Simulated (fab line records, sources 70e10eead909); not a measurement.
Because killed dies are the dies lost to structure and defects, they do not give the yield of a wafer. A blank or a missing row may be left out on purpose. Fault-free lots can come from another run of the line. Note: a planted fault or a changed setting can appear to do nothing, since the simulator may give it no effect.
Which tool is to blame?	flow nandHarc	Sampling: 14 lots, 41 wafers, 8 of 1302 route steps

WHAT THE GAUGES SHOWED, per wafer
NHARC_A_ONON_D1_THK_MEAS_18: measures by ellipsometry. Usual: thkNm reads 1002 nm (standard deviation 9.8).
lot	measured	on	thkNm (nm)	flag
L884	day 8 15:08	filmMetro-01	991 991 992	
L886	day 9 03:38	filmMetro-02	992 994 993	
L887	day 9 11:28	filmMetro-02	1004 1005	
L888	day 9 22:24	filmMetro-02	1021 1021 1021	
L893	day 12 06:13	filmMetro-02	1000 999 1000	
L897	day 13 07:38	filmMetro-02	1012 1013 1012	
L896	day 13 07:53	filmMetro-01	994 993 993	
L898	day 14 14:50	filmMetro-01	1014 1014 1015	
L899	day 14 18:10	filmMetro-02	1006 1004 1005	
L901	day 15 03:39	filmMetro-01	977 980 975	
L902	day 15 14:37	filmMetro-01	998 1000 1001	
L903	day 16 09:26	filmMetro-01	1004 1004 1005	
L904	day 16 09:35	filmMetro-01	998 998 997	
L905	day 17 06:07	filmMetro-01	992 992 991	

NHARC_A_CHANNEL_HOLE_D1_CD_MEAS_10 targets a cd of 100 nm. Usual: cdNm reads 99.9 nm (standard deviation 0.44).
lot	measured	on	cdNm (nm)	flag
L884	day 9 01:01	cdSem-03	100.6 99.8 99.8	
L886	day 9 10:37	cdSem-02	99.4 99.8 99.4	
L887	day 9 19:46	cdSem-01	88.0 100.1 88.2 100.1	OFF
L888	day 10 07:34	cdSem-03	88.7 88.4 100.2 88.6 88.7 100.3	OFF
L893	day 12 11:35	cdSem-03	99.5 99.9 100.1	
L897	day 13 16:39	cdSem-03	100.7 100.5 100.3	
L896	day 13 18:28	cdSem-03	99.6 100.0 100.6	
L898	day 14 20:15	cdSem-01	100.4 100.1 100.6	
L899	day 15 03:27	cdSem-03	99.9 99.8 100.2	
L901	day 15 09:04	cdSem-01	100.5 100.0 100.3	
L902	day 15 20:14	cdSem-03	99.8 100.2 99.6	
L903	day 16 16:29	cdSem-02	100.4 100.4 99.7	
L904	day 16 17:52	cdSem-02	100.0 99.2 99.5	
L905	day 17 11:41	cdSem-02	99.9 100.0 100.1	

NHARC_A_CHANNEL_HOLE_D1_CD_MEAS_30. Usual: cdNm reads 89.6 nm (standard deviation 1.2).
lot	measured	on	cdNm (nm)	flag
L884	day 9 08:50	cdSem-03	89.2 89.8 86.3	
L886	day 9 17:31	cdSem-01	90.7 90.2 90.1	
L887	day 10 15:22	cdSem-02	76.2 88.8 75.9 88.7	OFF
L888	day 10 18:58	cdSem-03	77.8 76.4 87.4 77.9 76.4 87.2	OFF
L893	day 12 21:51	cdSem-01	89.5 90.4 88.8	
L897	day 13 23:41	cdSem-03	90.9 90.8 89.0	
L896	day 14 02:28	cdSem-03	89.4 88.6 89.5	
L898	day 15 05:15	cdSem-01	88.5 89.1 88.7	
L899	day 15 10:33	cdSem-02	91.6 89.7 92.2	
L901	day 15 19:58	cdSem-01	89.5 89.2 89.3	
L902	day 16 03:07	cdSem-02	91.1 92.9 92.2	
L903	day 17 09:01	cdSem-01	89.9 88.9 88.4	
L904	day 17 13:11	cdSem-02	89.6 90.8 89.1	
L905	day 18 01:23	cdSem-02	89.5 89.6 88.7	

NHARC_END_WLT_00. Usual: VT_DECK1_BOTTOM 0.869, standard deviation 0.0064; VT_DECK1_BOTTOM_INNER 0.869, standard deviation 0.0066; VT_DECK1_MEDIAN_NEAR_BOTTOM 0.870, standard deviation 0.0065; VT_DECK1_MEDIAN_NEAR_BOTTOM_INNER 0.870, standard deviation 0.0072; VT_DECK1_MIDDLE 0.883, standard deviation 0.0057; VT_DECK1_MIDDLE_INNER 0.883, standard deviation 0.0059; VT_DECK1_TOP 0.895, standard deviation 0.0059; VT_DECK1_TOP_INNER 0.895, standard deviation 0.0059; VT_DECK2_BOTTOM 0.870, standard deviation 0.0079; VT_DECK2_BOTTOM_INNER 0.868, standard deviation 0.0078; VT_DECK2_MEDIAN_NEAR_BOTTOM 0.870, standard deviation 0.0082; VT_DECK2_MEDIAN_NEAR_BOTTOM_INNER 0.870, standard deviation 0.0083; VT_DECK2_MIDDLE 0.882, standard deviation 0.0072; VT_DECK2_MIDDLE_INNER 0.883, standard deviation 0.0068; VT_DECK2_TOP 0.894, standard deviation 0.0082; VT_DECK2_TOP_INNER 0.893, standard deviation 0.0077.
lot	measured	on	VT_DECK1_BOTTOM	VT_DECK1_BOTTOM_INNER	VT_DECK1_MEDIAN_NEAR_BOTTOM	VT_DECK1_MEDIAN_NEAR_BOTTOM_INNER	VT_DECK1_MIDDLE	VT_DECK1_MIDDLE_INNER	VT_DECK1_TOP	VT_DECK1_TOP_INNER	VT_DECK2_BOTTOM	VT_DECK2_BOTTOM_INNER	VT_DECK2_MEDIAN_NEAR_BOTTOM	VT_DECK2_MEDIAN_NEAR_BOTTOM_INNER	VT_DECK2_MIDDLE	VT_DECK2_MIDDLE_INNER	VT_DECK2_TOP	VT_DECK2_TOP_INNER	flag
L884	day 24 21:53	prober-02	0.859 0.867 0.857	0.864 0.869 0.857	0.865 0.865 0.857	0.862 0.860 0.859	0.872 0.872 0.873	0.880 0.881 0.879	0.885 0.885 0.890	0.893 0.893 0.896	0.879 0.875 0.869	0.871 0.868 0.868	0.869 0.873 0.864	0.877 0.865 0.874	0.879 0.882 0.879	0.886 0.881 0.879	0.890 0.900 0.893	0.888 0.897 0.890	
L886	day 24 23:22	prober-01	0.868 0.871 0.867	0.869 0.864 0.868	0.875 0.868 0.869	0.865 0.872 0.873	0.884 0.879 0.873	0.885 0.882 0.874	0.891 0.890 0.888	0.890 0.896 0.890	0.863 0.864 0.859	0.860 0.859 0.867	0.861 0.866 0.865	0.868 0.867 0.857	0.872 0.883 0.872	0.883 0.877 0.873	0.890 0.891 0.886	0.887 0.889 0.888	
L887	day 25 13:58	prober-01	0.819 0.865	0.819 0.863	0.821 0.863	0.815 0.856	0.840 0.876	0.852 0.877	0.859 0.891	0.870 0.893	0.867 0.870	0.864 0.870	0.860 0.864	0.862 0.867	0.872 0.873	0.883 0.872	0.893 0.891	0.887 0.891	OFF
L888	day 26 12:44	prober-01	0.829 0.826 0.866	0.837 0.821 0.865	0.837 0.833 0.867	0.824 0.822 0.865	0.840 0.846 0.878	0.856 0.840 0.878	0.869 0.867 0.901	0.862 0.863 0.895	0.871 0.869 0.865	0.865 0.871 0.875	0.875 0.872 0.873	0.875 0.874 0.868	0.882 0.873 0.874	0.890 0.894 0.883	0.899 0.901 0.895	0.896 0.896 0.893	OFF
L893	day 28 12:07	prober-01	0.872 0.880 0.882	0.880 0.879 0.882	0.879 0.894 0.868	0.877 0.890 0.876	0.888 0.892 0.889	0.892 0.889 0.892	0.898 0.900 0.904	0.904 0.900 0.905	0.860 0.860 0.858	0.866 0.870 0.865	0.870 0.860 0.867	0.862 0.865 0.866	0.875 0.875 0.877	0.885 0.868 0.866	0.875 0.877 0.889	0.885 0.886 0.882	
L897	day 29 18:55	prober-01	0.876 0.870 0.869	0.870 0.871 0.864	0.869 0.867 0.867	0.874 0.869 0.875	0.876 0.886 0.882	0.885 0.883 0.878	0.895 0.893 0.887	0.890 0.891 0.898	0.861 0.860 0.868	0.862 0.867 0.866	0.868 0.864 0.863	0.860 0.867 0.873	0.877 0.882 0.877	0.878 0.876 0.877	0.881 0.890 0.883	0.888 0.887 0.891	
L896	day 29 11:07	prober-01	0.874 0.862 0.874	0.869 0.866 0.868	0.869 0.872 0.868	0.871 0.864 0.873	0.881 0.878 0.888	0.878 0.883 0.887	0.895 0.901 0.904	0.904 0.894 0.905	0.879 0.874 0.880	0.870 0.871 0.888	0.873 0.876 0.879	0.876 0.882 0.884	0.884 0.892 0.888	0.895 0.887 0.890	0.905 0.906 0.902	0.907 0.897 0.898	
L898	day 30 15:44	prober-02	0.870 0.871 0.868	0.866 0.878 0.868	0.869 0.873 0.871	0.876 0.880 0.866	0.886 0.884 0.881	0.884 0.886 0.891	0.901 0.897 0.889	0.901 0.905 0.899	0.868 0.867 0.875	0.874 0.863 0.873	0.872 0.865 0.877	0.869 0.864 0.868	0.890 0.882 0.884	0.880 0.886 0.873	0.898 0.908 0.891	0.902 0.901 0.899	
L899	day 30 15:16	prober-01	0.876 0.876 0.889	0.880 0.881 0.881	0.884 0.885 0.882	0.885 0.878 0.886	0.885 0.888 0.886	0.885 0.886 0.886	0.897 0.902 0.893	0.903 0.905 0.898	0.878 0.868 0.855	0.868 0.870 0.853	0.875 0.860 0.859	0.862 0.863 0.860	0.886 0.882 0.879	0.876 0.879 0.882	0.896 0.893 0.888	0.894 0.890 0.891	
L901	day 31 13:01	prober-02	0.878 0.883 0.881	0.873 0.877 0.879	0.888 0.871 0.874	0.874 0.871 0.880	0.890 0.888 0.892	0.894 0.892 0.892	0.902 0.898 0.901	0.898 0.909 0.903	0.877 0.868 0.881	0.867 0.879 0.876	0.885 0.879 0.885	0.876 0.887 0.885	0.891 0.890 0.880	0.883 0.891 0.892	0.899 0.894 0.895	0.890 0.894 0.895	
L902	day 32 06:05	prober-01	0.873 0.878 0.870	0.865 0.875 0.873	0.873 0.873 0.874	0.874 0.880 0.875	0.894 0.884 0.891	0.888 0.884 0.883	0.901 0.899 0.902	0.908 0.900 0.900	0.855 0.867 0.863	0.847 0.867 0.861	0.852 0.862 0.860	0.858 0.857 0.856	0.875 0.869 0.864	0.873 0.878 0.879	0.884 0.880 0.878	0.886 0.873 0.881	
L903	day 33 08:31	prober-01	0.876 0.872 0.870	0.862 0.871 0.868	0.874 0.872 0.867	0.874 0.867 0.872	0.885 0.888 0.885	0.884 0.892 0.889	0.894 0.900 0.906	0.898 0.896 0.895	0.883 0.889 0.874	0.882 0.883 0.881	0.880 0.890 0.878	0.892 0.890 0.877	0.893 0.886 0.897	0.896 0.904 0.893	0.910 0.911 0.919	0.902 0.914 0.911	
L904	day 33 00:16	prober-02	0.870 0.868 0.867	0.865 0.875 0.874	0.871 0.873 0.862	0.876 0.869 0.865	0.885 0.889 0.883	0.873 0.884 0.875	0.903 0.896 0.899	0.897 0.900 0.890	0.868 0.865 0.880	0.867 0.868 0.877	0.873 0.870 0.879	0.866 0.872 0.878	0.885 0.884 0.886	0.891 0.880 0.889	0.892 0.893 0.892	0.901 0.898 0.892	
L905	day 33 15:49	prober-02	0.860 0.865 0.874	0.864 0.873 0.874	0.863 0.870 0.863	0.872 0.871 0.869	0.877 0.890 0.877	0.886 0.879 0.881	0.895 0.893 0.895	0.898 0.896 0.900	0.867 0.870 0.863	0.867 0.861 0.867	0.869 0.865 0.865	0.865 0.863 0.871	0.870 0.877 0.875	0.871 0.869 0.883	0.875 0.891 0.883	0.882 0.895 0.883	

EACH LOT AND THE TOOL THAT RAN IT (in order: tool; ch and the chambers of the sampled wafers; start)
lot	NHARC_A_CHANNEL_HOLE_D1_PEB_08	NHARC_A_CHANNEL_HOLE_D1_ETCH_38	NHARC_A_CHANNEL_HOLE_D1_ETCH_23	NHARC_A_CHANNEL_HOLE_D1_XSEM_31
L884	lithoTrack-01 ch 0, day 9 00:56	rieDiel-10 ch 0,1,2, day 9 01:18	harEtch-02 ch 0,1, day 9 04:45	xsem-01 ch 0, day 9 08:55
L886	lithoTrack-06 ch 0, day 9 10:32	rieDiel-10 ch 0,1,3, day 9 10:53	harEtch-02 ch 0,1, day 9 13:46	xsem-02 ch 0, day 9 17:36
L887	lithoTrack-01 ch 0, day 9 19:41	rieDiel-10 ch 0,2, day 9 22:01	harEtch-02 ch 0,1, day 10 09:44	xsem-01 ch 0, day 10 16:26
L888	lithoTrack-01 ch 0, day 10 07:29	rieDiel-10 ch 0,1,3, day 10 09:35	harEtch-02 ch 0,1, day 10 14:28	xsem-01 ch 0, day 10 21:30
L893	lithoTrack-06 ch 0, day 12 11:31	rieDiel-11 ch 0,1,2, day 12 11:54	harEtch-02 ch 0,1, day 12 17:52	xsem-01 ch 0, day 12 21:56
L897	lithoTrack-01 ch 0, day 13 16:34	rieDiel-11 ch 1,2, day 13 16:56	harEtch-01 ch 0,1, day 13 19:36	xsem-02 ch 0, day 13 23:46
L896	lithoTrack-01 ch 0, day 13 18:23	rieDiel-10 ch 0,2, day 13 18:44	harEtch-02 ch 0,1, day 13 22:16	xsem-01 ch 0, day 14 02:34
L898	lithoTrack-04 ch 0, day 14 20:10	rieDiel-10 ch 1,2, day 14 20:31	harEtch-01 ch 0,1, day 15 01:31	xsem-01 ch 0, day 15 05:20
L899	lithoTrack-06 ch 0, day 15 03:22	rieDiel-10 ch 0,1, day 15 03:44	harEtch-01 ch 0,1, day 15 06:30	xsem-01 ch 0, day 15 10:38
L901	lithoTrack-01 ch 0, day 15 08:59	rieDiel-10 ch 0,1,3, day 15 09:20	harEtch-02 ch 0,1, day 15 11:52	xsem-01 ch 0, day 15 20:03
L902	lithoTrack-01 ch 0, day 15 20:09	rieDiel-10 ch 0,1,2, day 15 20:31	harEtch-02 ch 0,1, day 15 23:02	xsem-01 ch 0, day 16 03:13
L903	lithoTrack-06 ch 0, day 16 16:25	rieDiel-10 ch 0,1,3, day 16 16:46	harEtch-01 ch 0,1, day 17 04:55	xsem-02 ch 0, day 17 09:07
L904	lithoTrack-06 ch 0, day 16 17:46	rieDiel-03 ch 1,2,3, day 16 18:07	harEtch-01 ch 1, day 17 09:13	xsem-01 ch 0, day 17 13:16
L905	lithoTrack-06 ch 0, day 17 11:35	rieDiel-03 ch 1,3, day 17 11:57	harEtch-01 ch 0, day 17 21:24	xsem-02 ch 0, day 18 01:28
- NHARC_A_CHANNEL_HOLE_D1_PEB_08: peb time 65 s.
- NHARC_A_CHANNEL_HOLE_D1_ETCH_38: etches the open film in CF4, target depth 39 nm, time 65 s.
- NHARC_A_CHANNEL_HOLE_D1_ETCH_23: etches the open film in C4F8/O2/Ar, time 819 s, target depth 1600 nm.
- NHARC_A_CHANNEL_HOLE_D1_XSEM_31

WHAT THE TOOLS THEMSELVES READ (means of the sampled wafers that have a number; where no wafer has one, the mark that the record gives instead)
NHARC_A_CHANNEL_HOLE_D1_PEB_08. Usual: heaterPowerTotalW reads 156.6 W (standard deviation 0.42).
lot	tool	heaterPowerTotalW (W)	flag
L884	lithoTrack-01	156.1	
L886	lithoTrack-06	156.3	
L887	lithoTrack-01	174.8	OFF
L888	lithoTrack-01	180.7	OFF
L893	lithoTrack-06	156.5	
L897	lithoTrack-01	156.7	
L896	lithoTrack-01	156.7	
L898	lithoTrack-04	156.7	
L899	lithoTrack-06	156.4	
L901	lithoTrack-01	156.4	
L902	lithoTrack-01	156.4	
L903	lithoTrack-06	156.9	
L904	lithoTrack-06	156.8	
L905	lithoTrack-06	156.8	

NHARC_A_CHANNEL_HOLE_D1_ETCH_38. Usual: chamberPressureMTorr 50.00 mTorr (standard deviation 0.044); drypumpMotorCurrentA 5.6 A (standard deviation 0.4); mfcArSccm 0.014 sccm (standard deviation 0.014); oesProductAu 0.994 a.u. (standard deviation 0.01); rfVppV 151.0 V (standard deviation 1.1); showerheadPlenumPTorr 1.75 Torr (standard deviation 0.058); throttleValvePct 13.283 % (standard deviation 0.009).
lot	tool	chamberPressureMTorr (mTorr)	drypumpMotorCurrentA (A)	mfcArSccm (sccm)	oesProductAu (a.u.)	rfVppV (V)	showerheadPlenumPTorr (Torr)	throttleValvePct (%)	flag
L884	rieDiel-10	49.99	5.5	0.022	1.000	150.9	1.78	13.284	
L886	rieDiel-10	50.04	5.7	0.010	1.007	150.6	1.73	13.284	
L887	rieDiel-10	50.03	5.7	0.022	0.997	151.7	1.80	13.286	
L888	rieDiel-10	50.07	5.7	0.010	0.998	151.1	1.73	13.279	
L893	rieDiel-11	49.97	5.7	0.015	0.996	150.5	1.71	13.280	
L897	rieDiel-11	50.02	5.5	0.016	0.998	150.2	1.68	13.277	
L896	rieDiel-10	50.01	5.7	0.018	0.985	150.5	1.77	13.282	
L898	rieDiel-10	49.96	5.2	0.032	0.989	150.6	1.82	13.288	
L899	rieDiel-10	49.96	5.7	0.012	0.988	150.9	1.73	13.282	
L901	rieDiel-10	50.02	5.7	0.010	0.991	151.0	1.73	13.282	
L902	rieDiel-10	50.01	5.5	0.022	0.985	150.7	1.77	13.278	
L903	rieDiel-10	49.97	5.7	0.010	1.004	151.7	1.72	13.289	
L904	rieDiel-03	50.03	5.5	0.005	0.987	150.8	1.72	13.290	
L905	rieDiel-03	50.02	5.6	0.005	0.982	150.0	1.67	13.287	

NHARC_A_CHANNEL_HOLE_D1_ETCH_23. Usual: chamberPressureMTorr 20.000 mTorr, standard deviation 0.019; drypumpMotorCurrentA 5.71 A, standard deviation 0.22; mfcArSccm 375.1 sccm, standard deviation 1.1; showerheadPlenumPTorr 3.67 Torr, standard deviation 0.093; throttleValvePct 32.155 %, standard deviation 0.0096.
lot	tool	chamberPressureMTorr (mTorr)	drypumpMotorCurrentA (A)	mfcArSccm (sccm)	showerheadPlenumPTorr (Torr)	throttleValvePct (%)	flag
L884	harEtch-02	20.002	5.49	376.6	3.76	32.155	
L886	harEtch-02	19.990	5.50	374.4	3.76	32.146	
L887	harEtch-02	19.993	5.58	376.2	3.76	32.150	
L888	harEtch-02	19.983	5.51	376.2	3.75	32.154	
L893	harEtch-02	20.001	5.65	375.2	3.74	32.158	
L897	harEtch-01	19.981	5.80	374.5	3.63	32.153	
L896	harEtch-02	19.996	5.64	375.3	3.72	32.147	
L898	harEtch-01	20.007	5.87	375.8	3.58	32.143	
L899	harEtch-01	19.996	5.79	373.9	3.62	32.153	
L901	harEtch-02	19.986	5.52	375.7	3.72	32.163	
L902	harEtch-02	20.005	5.65	375.5	3.71	32.153	
L903	harEtch-01	19.994	5.76	374.1	3.61	32.157	
L904	harEtch-01	20.019	5.66	374.9	3.67	32.156	
L905	harEtch-01	19.992	5.97	374.2	3.49	32.148	

NHARC_A_CHANNEL_HOLE_D1_XSEM_31. Usual: botCdNm 74.1 nm, standard deviation 1.4; bowNm 8.64 nm, standard deviation 0.27; tiltDeg 0.07 degrees, standard deviation 0.05.
lot	tool	botCdNm (nm)	bowNm (nm)	tiltDeg (degrees)	flag
L884	xsem-01	71.9	8.81	0.09	
L886	xsem-02	74.8	8.75	0.08	
L887	xsem-01	67.5	8.38	0.04	OFF
L888	xsem-01	64.9	8.97	0.01	OFF
L893	xsem-01	74.2	8.99	0.07	
L897	xsem-02	74.4	8.77	0.01	
L896	xsem-01	72.7	8.62	0.15	
L898	xsem-01	74.0	8.96	0.06	
L899	xsem-01	75.9	8.53	0.06	
L901	xsem-01	73.6	8.82	0.01	
L902	xsem-01	75.3	8.95	0.07	
L903	xsem-02	73.8	8.65	0.12	
L904	xsem-01	74.9	8.92	0.01	
L905	xsem-02	73.8	8.62	0.09	

THE ANSWER, worked out from the rows above alone
Rule: take the mean of a lot's wafers that have a number; if it is more than 3 standard deviations from the usual mean, the lot is off. Also off: a lot with no number at a reading for which 4 or more lots have one. Any other lot the step has rows for is counted as sound. Order of review: gauges by route order, followed by the tools' own readings, for which a lot's mean as printed above is used. At the first step where some lot is off, the reading lying furthest off is the one used; lots without a number count as furthest.
Off at NHARC_A_CHANNEL_HOLE_D1_CD_MEAS_10 (cdNm): L887, L888.
A tool fits if, at a process step before that reading, it ran every lot that is off, and no sound lot after the first of them. Not tried: the gauges at NHARC_A_CHANNEL_HOLE_D1_CD_MEAS_10; whatever is off there is also off at NHARC_END_WLT_00, on other tools, and gauge error can't account for it. Of those tried, none fits.

WHAT WAS PUT IN BY THE SIMULATOR
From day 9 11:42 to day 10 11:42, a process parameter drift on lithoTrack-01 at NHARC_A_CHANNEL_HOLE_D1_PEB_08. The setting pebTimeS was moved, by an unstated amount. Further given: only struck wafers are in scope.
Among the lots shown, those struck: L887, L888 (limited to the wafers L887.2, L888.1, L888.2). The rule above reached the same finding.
